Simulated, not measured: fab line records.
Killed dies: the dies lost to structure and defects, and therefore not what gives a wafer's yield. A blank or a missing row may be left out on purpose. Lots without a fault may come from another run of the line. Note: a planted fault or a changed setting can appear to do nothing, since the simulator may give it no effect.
Lot-split experiment :: flow n5Finfet :: 39 wafers read across 7 lots, on a route 1938 steps long

== ON THE SPLIT ==
At N5_WELL_APT_EXPOSE_22 (exposes mask PWELL, defocus 0 nm, target cd 200 nm), the setting doseMj was moved away from the recipe's 23.2 on 9 of the 39 wafers read, by -2.3% to +7.4%. The other wafers ran this setting at the recipe's value.

== FROM THE SPLIT TO THE READING: what the file shows between them, 3 steps ==
- N5_WELL_APT_PEB_23: peb time 90 s
- N5_WELL_APT_DEVELOP_24: develop time 45 s
- N5_WELL_APT_HARDBAKE_29: time 120 s

== THE READING ==
cdNm at N5_WELL_APT_CD_MEAS_25, given in nm (cd target 200 nm). Fault-free wafers of this fab line usually give 199.5 nm, standard deviation 1.4 nm.

wafer: L074.2
tool, chamber at the split: krfScanner-01, 0
doseMj as run: 23.2
against the recipe: recipe
cdNm, nm: 201.4
against lot-mates on the recipe: -

wafer: L074.4
tool, chamber at the split: krfScanner-01, 0
doseMj as run: 23.2
against the recipe: recipe
cdNm, nm: 198.9
against lot-mates on the recipe: -

wafer: L074.6
tool, chamber at the split: krfScanner-01, 0
doseMj as run: 23.2
against the recipe: recipe
cdNm, nm: 199.7
against lot-mates on the recipe: -

wafer: L079.1
tool, chamber at the split: krfScanner-02, 0
doseMj as run: 23.2
against the recipe: recipe
cdNm, nm: 202.7
against lot-mates on the recipe: -

wafer: L079.2
tool, chamber at the split: krfScanner-02, 0
doseMj as run: 23.2
against the recipe: recipe
cdNm, nm: 199.6
against lot-mates on the recipe: -

wafer: L079.3
tool, chamber at the split: krfScanner-02, 0
doseMj as run: 24.91
against the recipe: +7.4%
cdNm, nm: 216.1
against lot-mates on the recipe: +15.1

wafer: L079.4
tool, chamber at the split: krfScanner-02, 0
doseMj as run: 24.91
against the recipe: +7.4%
cdNm, nm: 214.8
against lot-mates on the recipe: +13.8

wafer: L079.5
tool, chamber at the split: krfScanner-02, 0
doseMj as run: 24.91
against the recipe: +7.4%
cdNm, nm: 216.1
against lot-mates on the recipe: +15.1

wafer: L079.6
tool, chamber at the split: krfScanner-02, 0
doseMj as run: 23.2
against the recipe: recipe
cdNm, nm: 200.8
against lot-mates on the recipe: -

wafer: L080.1
tool, chamber at the split: krfScanner-02, 0
doseMj as run: 23.2
against the recipe: recipe
cdNm, nm: 198.5
against lot-mates on the recipe: -

wafer: L080.2
tool, chamber at the split: krfScanner-02, 0
doseMj as run: 23.2
against the recipe: recipe
cdNm, nm: 197.8
against lot-mates on the recipe: -

wafer: L080.3
tool, chamber at the split: krfScanner-02, 0
doseMj as run: 23.2
against the recipe: recipe
cdNm, nm: 199.5
against lot-mates on the recipe: -

wafer: L080.4
tool, chamber at the split: krfScanner-02, 0
doseMj as run: 23.2
against the recipe: recipe
cdNm, nm: 199.6
against lot-mates on the recipe: -

wafer: L080.5
tool, chamber at the split: krfScanner-02, 0
doseMj as run: 23.2
against the recipe: recipe
cdNm, nm: 198.2
against lot-mates on the recipe: -

wafer: L080.6
tool, chamber at the split: krfScanner-02, 0
doseMj as run: 23.2
against the recipe: recipe
cdNm, nm: 201.1
against lot-mates on the recipe: -

wafer: L082.1
tool, chamber at the split: krfScanner-01, 0
doseMj as run: 23.2
against the recipe: recipe
cdNm, nm: 197.3
against lot-mates on the recipe: -

wafer: L082.2
tool, chamber at the split: krfScanner-01, 0
doseMj as run: 22.67
against the recipe: -2.3%
cdNm, nm: 192.4
against lot-mates on the recipe: -5.6

wafer: L082.3
tool, chamber at the split: krfScanner-01, 0
doseMj as run: 23.2
against the recipe: recipe
cdNm, nm: 199.9
against lot-mates on the recipe: -

wafer: L082.4
tool, chamber at the split: krfScanner-01, 0
doseMj as run: 22.67
against the recipe: -2.3%
cdNm, nm: 192.9
against lot-mates on the recipe: -5.1

wafer: L082.5
tool, chamber at the split: krfScanner-01, 0
doseMj as run: 22.67
against the recipe: -2.3%
cdNm, nm: 192.9
against lot-mates on the recipe: -5.1

wafer: L082.6
tool, chamber at the split: krfScanner-01, 0
doseMj as run: 23.2
against the recipe: recipe
cdNm, nm: 196.8
against lot-mates on the recipe: -

wafer: L088.1
tool, chamber at the split: krfScanner-02, 0
doseMj as run: 23.2
against the recipe: recipe
cdNm, nm: 198.8
against lot-mates on the recipe: -

wafer: L088.2
tool, chamber at the split: krfScanner-02, 0
doseMj as run: 23.2
against the recipe: recipe
cdNm, nm: 200.7
against lot-mates on the recipe: -

wafer: L088.3
tool, chamber at the split: krfScanner-02, 0
doseMj as run: 23.2
against the recipe: recipe
cdNm, nm: 199.0
against lot-mates on the recipe: -

wafer: L088.4
tool, chamber at the split: krfScanner-02, 0
doseMj as run: 23.2
against the recipe: recipe
cdNm, nm: 199.3
against lot-mates on the recipe: -

wafer: L088.5
tool, chamber at the split: krfScanner-02, 0
doseMj as run: 23.2
against the recipe: recipe
cdNm, nm: 199.2
against lot-mates on the recipe: -

wafer: L088.6
tool, chamber at the split: krfScanner-02, 0
doseMj as run: 23.2
against the recipe: recipe
cdNm, nm: 199.3
against lot-mates on the recipe: -

wafer: L095.1
tool, chamber at the split: krfScanner-01, 0
doseMj as run: 23.2
against the recipe: recipe
cdNm, nm: 201.0
against lot-mates on the recipe: -

wafer: L095.2
tool, chamber at the split: krfScanner-01, 0
doseMj as run: 23.2
against the recipe: recipe
cdNm, nm: 199.4
against lot-mates on the recipe: -

wafer: L095.3
tool, chamber at the split: krfScanner-01, 0
doseMj as run: 23.2
against the recipe: recipe
cdNm, nm: 199.2
against lot-mates on the recipe: -

wafer: L095.4
tool, chamber at the split: krfScanner-01, 0
doseMj as run: 23.2
against the recipe: recipe
cdNm, nm: 198.6
against lot-mates on the recipe: -

wafer: L095.5
tool, chamber at the split: krfScanner-01, 0
doseMj as run: 23.2
against the recipe: recipe
cdNm, nm: 200.9
against lot-mates on the recipe: -

wafer: L095.6
tool, chamber at the split: krfScanner-01, 0
doseMj as run: 23.2
against the recipe: recipe
cdNm, nm: 201.2
against lot-mates on the recipe: -

wafer: L096.1
tool, chamber at the split: krfScanner-01, 0
doseMj as run: 23.2
against the recipe: recipe
cdNm, nm: 201.0
against lot-mates on the recipe: -

wafer: L096.2
tool, chamber at the split: krfScanner-01, 0
doseMj as run: 23.2
against the recipe: recipe
cdNm, nm: 200.6
against lot-mates on the recipe: -

wafer: L096.3
tool, chamber at the split: krfScanner-01, 0
doseMj as run: 22.67
against the recipe: -2.3%
cdNm, nm: 196.1
against lot-mates on the recipe: -4.8

wafer: L096.4
tool, chamber at the split: krfScanner-01, 0
doseMj as run: 22.67
against the recipe: -2.3%
cdNm, nm: 195.2
against lot-mates on the recipe: -5.7

wafer: L096.5
tool, chamber at the split: krfScanner-01, 0
doseMj as run: 22.67
against the recipe: -2.3%
cdNm, nm: 196.7
against lot-mates on the recipe: -4.2

wafer: L096.6
tool, chamber at the split: krfScanner-01, 0
doseMj as run: 23.2
against the recipe: recipe
cdNm, nm: 201.0
against lot-mates on the recipe: -

FIT RESULTS
A straight line over all 39 wafers: cdNm changes by +2.2 nm for each +1% of doseMj; r = +0.96; the points scatter about the line by 1.4 nm.
The same after taking each lot's own level away (the mean of its wafers on the recipe; 39 wafers): +2.03 nm for each +1%; r = +0.98; scatter 0.95 nm.
Per that fit: largest doseMj move, reading shift of 15 nm.
The lots' own levels span 198.00 to 201.03 nm, that is 2.2 times the standard deviation above.
Hence the lot-to-lot level has little effect on the slope; both slopes agree.
Check: for one of the wafers moved furthest among these (+7.4%), held out of the fit, the line's prediction against its lot-mates is +14.8 nm. It came out at +15.1 nm against them.

== THE WHOLE CHAIN: every reading that the file lists as answering this split, in the file's order ==
step: N5_WELL_APT_CD_MEAS_25
what it does: target cd 200 nm
reading: cdNm
change (the file's fit): +2.02 nm for each +1% of the setting
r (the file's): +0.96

step: N5_WELL_APT_DESCUM_30
what it does: chemistry O2, time 7.9 s
reading: WELL_APT.cdNm (the simulator's own value, which no gauge read)
change (the file's fit): +2.04 nm for each +1% of the setting
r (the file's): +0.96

== THE FILE'S OWN FIT ==
cdNm changes by +2.02 nm for each +1% of doseMj, r = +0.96.
